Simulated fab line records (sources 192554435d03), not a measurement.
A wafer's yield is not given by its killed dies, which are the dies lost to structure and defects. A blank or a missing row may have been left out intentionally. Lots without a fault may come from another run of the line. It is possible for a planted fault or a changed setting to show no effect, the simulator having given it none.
fab line records | flow n5Finfet
record lots=6 wafers=18 lastDay=16
route steps=1938 shown BEOL_M0_SAQP@689 BEOL_M0_CUTY@701 BEOL_M4@1111
lots that met no fault: from a run of the same line without faults
startH: hours from the record's first day to the start of the lot's first wafer shown | waitH: how many hours have passed since the lot's step before this one | " identical to the entry in the row above | L1.1+2: one row covering several wafers at once | - value missing, or start not given | * or withheld: withheld | < > ~ a bound
route shown NAME@n: a module of which the file shows steps, and the number in the route of the first | usual: average and standard deviation across the fault-free wafers | same: alike in all rows | chamber/n: place in a boat | sites: the reading at each site | _std_site: how widely they spread, as a standard deviation | _edge_site: the outer-site mean with the inner-site mean subtracted | radiusMm: for every site, how far away it sits from the centre of the wafer | mask NAME#n: copy n | behind: the tool/chamber that last shaped the wafer | hold: the reason the lot was held/the length of the hold in hours/how it ended | device: names the non-switching transistor (n, p or np) | end of line: the route-end tests of the same wafers | for a step that has no rows: nothing shown but its recipe | killed: dies that structure and defects cost at the first sort, which is not the same as the wafer's yield | map: per-die view of a wafer (x killed, . not killed, _ where there is no die)
set.NAME: the setting that was run; set.NAME@STEP: the one run at that earlier step | model.NAME: the simulator's own value behind a step, which no gauge read
a table for each step, a row for each wafer; lots at some steps of the route
services: when a tool's chamber went out of use (startH, in hours from the record's first day, below 0 if earlier), for how many hours, and the reason
## steps
# step N5_BEOL_M0_SAQP_CD_MEAS_40
# recipe targetCdNm=30 landingEnergyEv=500 detector=seInlens
# usual cdNm=30.04/0.24
# columns lot.wafer tool chamber startH waitH cdNm
L253.1 cdSem-02 0 124.31 - 30.03
L253.3 " 0 " " 30.12
L253.5 " 0 " " 29.93
L256.2 cdSem-02 0 145.75 - 29.76
L256.3 " 0 " " 30.30
L256.5 " 0 " " 29.87
L263.3 cdSem-02 0 182.94 - 29.99
L263.5 " 0 " " 30.30
L263.6 " 0 " " 29.72
L266.1 cdSem-03 0 206.94 - 30.19
L266.4 " 0 " " 30.27
L266.5 " 0 " " 30.30
L269.2 cdSem-01 0 219.30 - 30.51
L269.3 " 0 " " 30.12
L269.5 " 0 " " 29.71
L271.1 cdSem-03 0 235.72 - 30.13
L271.5 " 0 " " 29.89
L271.6 " 0 " " 29.82
# step N5_BEOL_M0_SAQP_OVL_MEAS_41
# recipe pointsPerWafer=522
# usual M0_CUT1_OVL=-0.4/0.76
# same pointsPerWafer=522
# columns lot.wafer tool chamber startH waitH M0_CUT1_OVL[nm]
L253.1 overlay-02 0 124.34 0.0 -0.6
L253.3 " 0 " " -1.2
L253.5 " 0 " " -1.5
L256.2 overlay-02 0 145.78 0.0 -0.2
L256.3 " 0 " " 0.6
L256.5 " 0 " " -0.4
L263.3 overlay-02 0 182.98 0.0 -0.7
L263.5 " 0 " " -0.5
L263.6 " 0 " " -1.2
L266.1 overlay-02 0 206.97 0.0 0.2
L266.4 " 0 " " -0.1
L266.5 " 0 " " 0.4
L269.2 overlay-01 0 219.34 0.0 -0.5
L269.3 " 0 " " -1.8
L269.5 " 0 " " -1.4
L271.1 overlay-02 0 235.75 0.0 -0.9
L271.5 " 0 " " -0.5
L271.6 " 0 " " -1.6
# step N5_BEOL_M0_SAQP_INSPECT_42
# recipe mode=adi inspectInstrument=brightfield
# usual rawDefectCount=289/78
# columns lot.wafer tool chamber startH waitH rawDefectCount
L253.1 defectInspect-02 - 124.40 0.1 346
L253.3 " - " " 331
L253.5 " - " " 287
L256.2 defectInspect-01 - 145.83 0.0 248
L256.3 " - " " 298
L256.5 " - " " 275
L263.3 defectInspect-01 - 183.02 0.0 343
L263.5 " - " " 349
L263.6 " - " " 250
L266.1 defectInspect-02 - 207.03 0.1 215
L266.4 " - " " 340
L266.5 " - " " 339
L269.2 defectInspect-01 - 219.39 0.0 358
L269.3 " - " " 213
L269.5 " - " " 251
L271.1 defectInspect-01 - 235.80 0.1 289
L271.5 " - " " 291
L271.6 " - " " 329
# step N5_BEOL_M0_SAQP_DESCUM_45
# recipe chemistry=O2 timeS=7 sourcePowerW=50 biasPowerW=20 pressureMtorr=20 rfFrequencyHz=2.712e+07 tempC=40 resist=CAR-EUV o2FlowSccm=225
# usual drypumpMotorCurrentA=5.6/0.6 oesProductAu=0.78/0.091 rfVppV=243.3/1.5 showerheadPlenumPTorr=2.10/0.087 throttleValvePct=20.40/0.2
# columns lot.wafer tool chamber startH waitH drypumpMotorCurrentA oesProductAu rfHoursCounterH rfVppV showerheadPlenumPTorr throttleValvePct
L253.1 rieDiel-05 3 124.44 0.0 6.8 0.78 127 241.7 2.01 20.37
L253.3 " 1 " " 6.0 0.68 233 242.1 2.07 20.70
L253.5 " 2 " " 6.2 0.73 - 242.4 2.02 20.60
L256.2 rieDiel-03 2 145.87 0.0 5.2 0.76 140 245.9 2.19 20.33
L256.3 " 1 " " 5.4 0.75 165 244.3 2.18 20.29
L256.5 " 1 " " 5.4 0.76 - 242.3 2.18 20.28
L263.3 rieDiel-01 0 183.06 0.0 6.0 0.68 250 243.1 2.15 20.65
L263.5 " 2 " " 6.3 0.74 - 243.6 2.16 20.70
L263.6 " 0 " " 6.0 0.68 - 244.9 2.15 20.67
L266.1 rieDiel-03 3 207.07 0.0 5.2 0.76 132 240.4 1.93 20.20
L266.4 " 2 " " 5.2 0.74 159 244.4 2.18 20.34
L266.5 " 1 " " 5.4 0.75 - 244.1 2.17 20.31
L269.2 rieDiel-01 1 219.42 0.0 5.8 0.89 44 246.7 2.22 20.25
L269.3 " 3 " " 4.8 0.95 7 243.9 2.14 19.99
L269.5 " 3 " " 4.9 0.96 - 244.8 2.14 20.00
L271.1 rieDiel-05 0 235.89 0.1 4.7 0.85 56 242.8 2.03 20.17
L271.5 " 1 " " 6.0 0.94 - 243.4 2.06 20.38
L271.6 " 0 " " 4.7 0.84 - 241.4 2.03 20.19
# step N5_BEOL_M0_SAQP_ETCH_88
# recipe chemistry=N2/H2 target=underlayer targetDepthA=65 timeS=5.2 ionEnergyEv=200 maskMaterial=CAR-EUV pressureMtorr=30 sourceW=840 biasW=150 n2FlowSccm=200 h2FlowSccm=200 ends=cleared
# usual drypumpMotorCurrentA=5.6/0.6 etchRfOnTimeS=5.17/0.085 oesProductAu=0.66/0.078 rfVppV=524.2/3 showerheadPlenumPTorr=2.56/0.1 throttleValvePct=17.85/0.26
# columns lot.wafer tool chamber startH waitH drypumpMotorCurrentA etchRfOnTimeS oesProductAu rfHoursCounterH rfVppV showerheadPlenumPTorr throttleValvePct
L253.1 rieDiel-05 3 124.47 0.0 6.8 5.12 0.67 127 520.4 2.46 17.83
L253.3 " 1 " " 6.0 5.33 0.58 233 521.5 2.52 18.32
L253.5 " 2 " " 6.2 5.27 0.62 - 521.7 2.43 17.88
L256.2 rieDiel-03 2 145.90 0.0 5.2 5.22 0.65 140 526.4 2.65 17.68
L256.3 " 1 " " 5.4 5.13 0.64 165 527.7 2.64 17.68
L256.5 " 1 " " 5.4 5.16 0.64 - 526.4 2.64 17.69
L263.3 rieDiel-01 0 183.09 0.0 6.0 5.22 0.59 250 524.4 2.61 18.08
L263.5 " 2 " " 6.4 5.20 0.64 - 524.0 2.64 18.30
L263.6 " 0 " " 6.0 5.23 0.58 - 526.2 2.61 18.09
L266.1 rieDiel-03 3 207.10 0.0 5.2 5.24 0.65 132 518.3 2.35 17.69
L266.4 " 2 " " 5.1 5.25 0.63 159 527.4 2.64 17.71
L266.5 " 1 " " 5.4 5.25 0.62 - 527.6 2.63 17.70
L269.2 rieDiel-01 1 219.46 0.0 5.8 5.03 0.77 44 528.1 2.70 17.57
L269.3 " 3 " " 4.9 5.05 0.80 7 524.7 2.61 17.46
L269.5 " 3 " " 4.9 4.98 0.83 - 526.6 2.61 17.44
L271.1 rieDiel-05 0 235.93 0.0 4.7 5.05 0.73 56 522.5 2.47 17.61
L271.5 " 1 " " 6.0 5.13 0.81 - 519.9 2.51 17.97
L271.6 " 0 " " 4.7 5.07 0.71 - 521.8 2.47 17.60
# step N5_BEOL_M0_SAQP_ETCH_73
# recipe chemistry=CF4 target=SiARC targetDepthA=195 maskMaterial=CAR-EUV timeS=32.5 ionEnergyEv=80 pressureMtorr=40 sourceW=545 biasW=36 Ar_flow_sccm=100 cf4FlowSccm=100 ends=cleared
# step N5_BEOL_M0_SAQP_CUT_ETCH_46
# recipe chemistry=N2/H2 target=SOC targetDepthA=1350 overetchA=270 tempC=40 timeS=202.5 ionEnergyEv=200 maskMaterial=SiARC pressureMtorr=30 sourceW=840 biasW=150 n2FlowSccm=200 h2FlowSccm=200
# usual drypumpMotorCurrentA=5.6/0.6 rfVppV=524.2/2.9 showerheadPlenumPTorr=2.56/0.1 throttleValvePct=17.81/0.26
# columns lot.wafer tool chamber startH waitH drypumpMotorCurrentA rfHoursCounterH rfVppV showerheadPlenumPTorr throttleValvePct
L253.1 rieDiel-05 3 124.52 0.0 6.8 127 521.2 2.46 17.78
L253.3 " 1 " " 6.0 233 523.5 2.52 18.28
L253.5 " 2 " " 6.2 - 518.9 2.43 17.85
L256.2 rieDiel-03 2 145.95 0.0 5.1 140 527.8 2.65 17.63
L256.3 " 1 " " 5.4 165 526.5 2.64 17.69
L256.5 " 1 " " 5.4 - 527.5 2.64 17.65
L263.3 rieDiel-01 0 183.14 0.0 6.0 250 526.1 2.61 18.02
L263.5 " 2 " " 6.4 - 526.4 2.64 18.25
L263.6 " 0 " " 6.0 - 526.4 2.62 18.04
L266.1 rieDiel-03 3 207.15 0.0 5.2 132 518.8 2.35 17.65
L266.4 " 2 " " 5.1 159 526.6 2.64 17.65
L266.5 " 1 " " 5.4 - 524.9 2.63 17.69
L269.2 rieDiel-01 1 219.51 0.0 5.8 44 528.3 2.70 17.51
L269.3 " 3 " " 4.9 7 526.7 2.61 17.39
L269.5 " 3 " " 4.9 - 526.1 2.61 17.41
L271.1 rieDiel-05 0 235.97 0.0 4.7 56 522.6 2.47 17.56
L271.5 " 1 " " 6.0 - 523.6 2.51 17.92
L271.6 " 0 " " 4.7 - 522.8 2.47 17.56
# step N5_BEOL_M0_SAQP_STRIP_74
# recipe chemistry=N2/H2 tempC=40 n2FlowSccm=200 h2FlowSccm=200 rfFrequencyHz=6e+07
# step N5_BEOL_M0_SAQP_STRIP_89
# recipe chemistry=N2/H2 tempC=40 n2FlowSccm=200 h2FlowSccm=200 rfFrequencyHz=6e+07
# step N5_BEOL_M0_SAQP_ALD_48
# recipe material=SiO2 targetThkA=200 tempC=100 aldPrecursorFamily=BDEAS aldCoReactant=O2-plasma pulseTimeS=1 coReactantPulseTimeS=1 purgeTimeS=2 coReactantPurgeTimeS=2 aldCycles=139 pressureTorr=2
# usual chamberPressureTorr=2.000/0.0045 heaterPowerW=73/9 precursorPulseHeightRel=1.000/0.019
# same coReactantPulseTimeS=1
# columns lot.wafer tool chamber startH waitH chamberPressureTorr heaterPowerW precursorPulseHeightRel
L253.1 aldSin-02 2 124.72 0.0 2.000 84 0.977
L253.3 " 3 " " 2.001 76 0.982
L253.5 " 3 " " 2.005 77 1.001
L256.2 aldSin-01 0 146.15 0.0 1.993 64 0.994
L256.3 " 1 " " 2.001 86 1.006
L256.5 " 3 " " 1.995 67 0.958
L263.3 aldSin-01 1 183.45 0.1 2.003 87 1.002
L263.5 " 0 " " 2.001 62 0.981
L263.6 " 1 " " 2.004 82 0.971
L266.1 aldSin-01 3 207.35 0.0 2.000 67 1.019
L266.4 " 1 " " 2.011 85 1.006
L266.5 " 0 " " 1.991 63 0.992
L269.2 aldSin-03 0 219.85 0.2 1.993 85 1.026
L269.3 " 2 " " 2.001 59 1.001
L269.5 " 2 " " 2.001 59 1.007
L271.1 aldSin-03 3 236.17 0.0 2.006 64 0.976
L271.5 " 0 " " 1.995 84 0.999
L271.6 " 3 " " 2.004 64 0.998
# step N5_BEOL_M0_SAQP_ETCH_49
# recipe chemistry=CF4/O2 targetDepthA=370 target=SiO2 pressureMtorr=40 sourceW=535 biasW=49 Ar_flow_sccm=100 cf4FlowSccm=100 O2_flow_sccm=10 ionEnergyEv=100
# usual O2_flow_sccm=9.998/0.029 drypumpMotorCurrentA=5.6/0.52 mfcArSccm=99.96/0.28 oesProductAu=0.77/0.082 rfVppV=240.5/2.1 showerheadPlenumPTorr=2.22/0.091 throttleValvePct=15.79/0.17
# columns lot.wafer tool chamber startH waitH O2_flow_sccm drypumpMotorCurrentA mfcArSccm oesProductAu rfHoursCounterH rfVppV showerheadPlenumPTorr throttleValvePct
L253.1 rieDiel-03 1 125.26 0.3 10.002 5.5 100.30 0.75 160 243.2 2.28 15.71
L253.3 " 3 " " 9.954 5.2 100.12 0.78 108 239.7 2.06 15.67
L253.5 " 0 " " 10.030 5.3 100.01 0.71 - 242.9 2.27 15.79
L256.2 rieDiel-01 2 146.68 0.3 9.950 6.4 100.33 0.75 172 238.8 2.28 16.14
L256.3 " 3 " " 10.011 4.9 99.72 0.67 240 239.0 2.27 15.92
L256.5 " 1 " " 9.956 5.8 99.14 0.94 - 241.0 2.33 15.57
L263.3 rieDiel-05 2 183.97 0.3 10.016 6.2 100.06 0.72 174 237.4 2.11 15.96
L263.5 " 3 " " 10.005 6.8 100.22 0.77 - 235.2 2.12 15.89
L263.6 " 2 " " 9.978 6.2 100.45 0.72 - 238.1 2.11 15.97
L266.1 rieDiel-03 2 207.88 0.3 9.991 5.2 99.76 0.74 159 237.3 2.28 15.77
L266.4 " 0 " " 10.038 5.3 99.79 0.70 236 241.5 2.26 15.85
L266.5 " 0 " " 9.968 5.3 99.40 0.69 - 243.4 2.26 15.86
L269.2 rieDiel-03 1 220.37 0.3 10.014 5.4 100.35 0.74 185 242.2 2.28 15.74
L269.3 " 0 " " 9.984 5.4 100.03 0.70 239 242.6 2.26 15.86
L269.5 " 1 " " 9.999 5.4 100.16 0.74 - 241.3 2.28 15.75
L271.1 rieDiel-01 2 236.70 0.3 9.998 6.4 99.98 0.72 203 239.5 2.27 16.19
L271.5 " 2 " " 9.966 6.3 100.01 0.73 - 238.8 2.27 16.20
L271.6 " 1 " " 9.947 5.8 100.17 0.89 - 240.1 2.32 15.63
# step N5_BEOL_M0_SAQP_STRIP_75
# recipe chemistry=CF4 resist=SiARC powerW=300 biasPowerW=75 pressureMtorr=50 cf4FlowSccm=150 rfFrequencyHz=6e+07
# step N5_BEOL_M0_CUTY_COAT_50
# recipe resist=SiARC tempC=220 timeS=60 spinRpm=1500 resistThkNm=15
# usual spinSpeedRpm=1500.0/0.9
# columns lot.wafer tool chamber startH waitH spinSpeedRpm model.SiARC_of_BEOL_M0_CUTY_COAT_50.thkNm
L253.1 lithoTrack-01 0 125.41 0.0 1499.1 15
L253.3 " 0 " " 1499.3 15
L253.5 " 0 " " 1498.9 15
L256.2 lithoTrack-02 0 146.82 0.0 1499.5 15
L256.3 " 0 " " 1499.9 15
L256.5 " 0 " " 1498.9 15
L263.3 lithoTrack-01 0 184.12 0.0 1219.6 16.6
L263.5 " 0 " " 1216.5 16.6
L263.6 " 0 " " 1217.4 16.8
L266.1 lithoTrack-01 0 208.02 0.0 1217.3 16.8
L266.4 " 0 " " 1217.0 16.6
L266.5 " 0 " " 1218.2 16.8
L269.2 lithoTrack-03 0 220.52 0.0 1500.3 15
L269.3 " 0 " " 1499.9 15
L269.5 " 0 " " 1500.9 15
L271.1 lithoTrack-02 0 236.85 0.0 1498.1 15
L271.5 " 0 " " 1498.6 15
L271.6 " 0 " " 1499.4 15
# step N5_BEOL_M0_CUTY_COAT_51
# recipe resist=CAR-ArF-block spinRpm=1500 resistThkNm=150
# step N5_BEOL_M4_RC_MEAS_101
# usual DIBL_N=36.3/1 DIBL_P=36.2/1.4 IOFF_N=0.157/0.021 IOFF_P=0.206/0.025 ION_N=673/9 ION_P=461/6.4 SS_N=71.5/0.5 SS_P=73.2/0.47 VT_N=249.9/2.4 VT_P=-250.6/2.9
# columns lot.wafer tool chamber startH waitH DIBL_N[mV/V] DIBL_P[mV/V] IOFF_N[nA/um] IOFF_P[nA/um] ION_N[uA/um] ION_P[uA/um] SS_N[mV/dec] SS_P[mV/dec] VT_N[mV] VT_P[mV]
L253.1 prober-02 0 178.01 0.0 35.8 36.6 0.150 0.210 671 465 71.7 73.4 249.6 -250.8
L253.3 " 0 " " 36.3 37.5 0.164 0.215 680 468 71.0 74.2 252.6 -251.1
L253.5 " 0 " " 36.8 38.1 0.172 0.221 687 469 71.5 73.7 249.8 -249.4
L256.2 prober-02 0 199.80 0.2 36.6 37.1 0.158 0.208 670 457 71.3 73.6 251.4 -251.3
L256.3 " 0 " " 34.5 34.7 0.138 0.184 673 465 71.1 73.2 250.4 -249.8
L256.5 " 0 " " 36.5 37.6 0.159 0.216 663 454 71.3 73.7 252.1 -251.2
L263.3 prober-02 0 237.44 0.3 38.8 39.5 0.204 0.247 677 460 72.6 74.1 248.8 -250.0
L263.5 " 0 " " 36.2 36.4 0.145 0.191 665 457 72.5 73.2 256.0 -251.6
L263.6 " 0 " " 36.1 36.1 0.147 0.190 677 464 72.6 72.7 251.3 -252.7
L266.1 prober-02 0 263.38 0.0 36.6 36.2 0.157 0.230 686 472 71.8 73.2 248.0 -243.7
L266.4 " 0 " " 35.8 35.5 0.146 0.223 682 474 70.7 72.7 247.2 -247.0
L266.5 " 0 " " 37.2 35.9 0.153 0.236 670 465 71.6 72.6 249.0 -248.2
L269.2 prober-01 0 271.26 0.2 36.2 35.9 0.151 0.209 676 466 71.1 72.9 249.4 -249.9
L269.3 " 0 " " 36.5 36.0 0.153 0.212 676 463 71.5 72.7 250.3 -248.4
L269.5 " 0 " " 36.6 36.2 0.152 0.218 670 466 71.2 73.3 250.0 -247.1
L271.1 prober-01 0 287.14 0.7 35.0 35.7 0.142 0.211 672 465 71.1 73.6 251.9 -249.7
L271.5 " 0 " " 34.8 34.8 0.135 0.197 663 460 71.2 72.9 253.0 -250.3
L271.6 " 0 " " 34.8 35.1 0.132 0.201 666 462 71.5 73.0 251.2 -251.1
## services
# columns tool chamber startH hours kind
rieDiel-05 2 110.34 6.6 repair
aldSin-01 1 125.40 1.6 repair
rieDiel-05 - 125.78 2.8 pm
rieDiel-01 3 132.83 3.4 repair
rieDiel-03 - 137.82 2.8 pm
aldSin-01 0 165.18 1.3 repair
rieDiel-01 0 171.33 5.5 repair
rieDiel-01 3 177.07 - clean
rieDiel-01 3 177.07 - consumableReplace:focusRing
rieDiel-01 3 177.07 20.5 scheduledDown
rieDiel-01 3 177.07 20.5 ventCycle
aldSin-02 - 177.74 14.0 pm
rieDiel-05 1 180.70 - clean
rieDiel-05 1 180.70 - consumableReplace:focusRing
rieDiel-05 1 180.70 22.6 scheduledDown
rieDiel-05 1 180.70 22.6 ventCycle
rieDiel-01 0 197.61 - clean
rieDiel-01 0 197.61 - consumableReplace:focusRing
rieDiel-01 0 197.61 26.5 scheduledDown
rieDiel-01 0 197.61 26.5 ventCycle
rieDiel-01 - 202.49 2.8 pm
aldSin-02 2 229.60 3.7 repair
aldSin-01 2 233.47 5.1 repair
aldSin-03 2 235.43 3.2 repair
## key
firstSign step=N5_BEOL_M0_CUTY_COAT_50 reading=spinSpeedRpm direction=down sigmas=99+ usual=* struck=*
effect none on later readings
modelEffect step=N5_BEOL_M0_CUTY_COAT_50 value=SiARC_of_BEOL_M0_CUTY_COAT_50.thkNm without=15 struck=16.7
metAt N5_BEOL_M0_CUTY_COAT_50
struckWafers L263.3,L263.5,L263.6,L266.1,L266.4,L266.5
onsetBetween 125.41 184.12
fault kind=processParameterDrift tool=lithoTrack-01 chamber=- onsetH=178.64 steps=N5_BEOL_M0_CUTY_COAT_50 channel=spinRpm offset=* shape=step endH=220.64 actsIn=* stated=*
